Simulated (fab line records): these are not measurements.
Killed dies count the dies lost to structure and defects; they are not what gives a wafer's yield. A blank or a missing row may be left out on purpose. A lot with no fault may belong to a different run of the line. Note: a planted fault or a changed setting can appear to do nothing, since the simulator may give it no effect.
Matching of chambers    flow n5Finfet    aldSin-03 running N5_SPACER0_ALD_08: 4 sister chambers
The step deposits SiNx, target thk 2 nm. 8 wafers are shown with their chamber, then 7 later ones without.

WAFERS WITH THEIR CHAMBER
wafer   chamber  heaterPowerW (W)
L409.5  1        783
L410.1  1        772
L414.3  3        753
L415.2  0        798
L415.3  3        760
L415.5  2        825
L416.1  0        787
L416.2  2        848

WAFERS WHOSE CHAMBER IS MISSING
wafer   heaterPowerW (W)
L416.3  760
L417.2  838
L417.4  777
L417.5  785
L426.2  833
L426.5  780
L426.6  838

WHICH CHAMBER EACH ONE RAN IN
wafer   from the rows above           in truth
L416.3  can't be placed: 3 or 1       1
L417.2  2                             2
L417.4  can't be placed: 1 or 0 or 3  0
L417.5  can't be placed: 0 or 1       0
L426.2  2                             2
L426.5  can't be placed: 1 or 0       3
L426.6  2                             2
Correctly placed: 3 of 7. These rows do not allow placing 4 (true chamber among the candidates in 3). Wrongly placed: 0.
How it was worked out, from the rows above alone: a wafer's distance from a chamber is the root of the sum, over the readings, of the square of ((its reading less the chamber's mean) divided by the reading's scatter). The wafer belongs to the nearest chamber; if the next one is less than 2 further off, it can't be placed. For every chamber, the mean is computed from those of its wafers that are shown. The scatter is the square root of a quotient: the sum, over the shown wafers, of each reading's squared deviation from its chamber's mean, divided by wafers minus chambers.
